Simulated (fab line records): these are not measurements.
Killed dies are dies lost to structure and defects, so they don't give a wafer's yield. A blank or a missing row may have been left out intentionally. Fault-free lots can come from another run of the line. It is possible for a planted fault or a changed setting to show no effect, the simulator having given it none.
Chamber matching + flow n5Finfet + N5_ZERO_LAYER_ETCH_18 on rieSi-01 has 4 sister chambers
The step etches Si in HBr/Cl2, target depth 120 nm, time 40 s. 24 wafers are shown with their chamber, then 12 later ones without.

WAFERS, EACH WITH ITS CHAMBER
| wafer  | chamber | throttleValvePct (%) | oesProductAu (a.u.) |
|--------|---------|----------------------|---------------------|
| L074.1 | 0       | 35.64                | 0.981               |
| L074.2 | 1       | 36.22                | 1.024               |
| L074.3 | 2       | 36.43                | 1.024               |
| L075.1 | 3       | 36.27                | 0.997               |
| L075.5 | 2       | 36.43                | 1.034               |
| L075.6 | 1       | 36.24                | 1.030               |
| L079.2 | 2       | 36.44                | 1.019               |
| L079.3 | 1       | 36.24                | 1.031               |
| L079.4 | 0       | 35.68                | 0.980               |
| L081.1 | 0       | 35.65                | 0.985               |
| L081.4 | 1       | 36.25                | 1.032               |
| L081.6 | 3       | 36.30                | 0.995               |
| L083.2 | 3       | 36.29                | 0.999               |
| L083.5 | 0       | 35.66                | 0.976               |
| L083.6 | 1       | 36.23                | 1.020               |
| L085.1 | 2       | 36.42                | 1.019               |
| L085.4 | 0       | 35.66                | 0.980               |
| L085.6 | 1       | 36.24                | 1.025               |
| L089.1 | 3       | 36.29                | 0.990               |
| L089.2 | 2       | 36.43                | 1.033               |
| L089.4 | 1       | 36.23                | 1.025               |
| L090.1 | 3       | 36.29                | 0.987               |
| L090.2 | 0       | 35.66                | 0.988               |
| L090.3 | 1       | 36.24                | 1.027               |

SIGNATURES, as means of the wafers listed above
| reading          | chamber 0 | chamber 1 | chamber 2 | chamber 3 | scatter within a chamber |
|------------------|-----------|-----------|-----------|-----------|--------------------------|
| throttleValvePct | 35.6583   | 36.2362   | 36.4300   | 36.2880   | 0.0104                   |
| oesProductAu     | 0.98167   | 1.02675   | 1.02580   | 0.99360   | 0.00509                  |
Rule: a wafer's distance from a chamber is the root of the sum, over the readings, of the square of ((its reading less the chamber's mean) divided by the reading's scatter). If the next closest chamber is less than 2 further off than the closest, the wafer can't be placed; otherwise it belongs to the closest. The scatter: take each reading less its chamber's mean, square it, sum over the shown wafers, divide by the number of wafers less the number of chambers, and take the root.

WAFERS WITH NO CHAMBER GIVEN
| wafer  | throttleValvePct (%) | oesProductAu (a.u.) |
|--------|----------------------|---------------------|
| L091.1 | 36.44                | 1.034               |
| L091.4 | 35.64                | 0.985               |
| L091.6 | 36.28                | 0.995               |
| L092.1 | 36.22                | 1.031               |
| L092.2 | 36.43                | 1.030               |
| L092.3 | 36.28                | 0.991               |
| L095.2 | 36.23                | 1.021               |
| L095.3 | 36.29                | 0.991               |
| L095.6 | 36.43                | 1.027               |
| L096.1 | 36.28                | 1.000               |
| L096.2 | 35.64                | 0.983               |
| L096.5 | 36.28                | 0.990               |

EACH ONE'S CHAMBER
| wafer  | from the rows above | in truth |
|--------|---------------------|----------|
| L091.1 | 2                   | 2        |
| L091.4 | 0                   | 0        |
| L091.6 | 3                   | 3        |
| L092.1 | 1                   | 1        |
| L092.2 | 2                   | 2        |
| L092.3 | 3                   | 3        |
| L095.2 | 1                   | 1        |
| L095.3 | 3                   | 3        |
| L095.6 | 2                   | 2        |
| L096.1 | 3                   | 3        |
| L096.2 | 0                   | 0        |
| L096.5 | 3                   | 3        |
12 of 12 placed correctly. Number that these rows cannot place: 0. Number placed wrongly: 0.
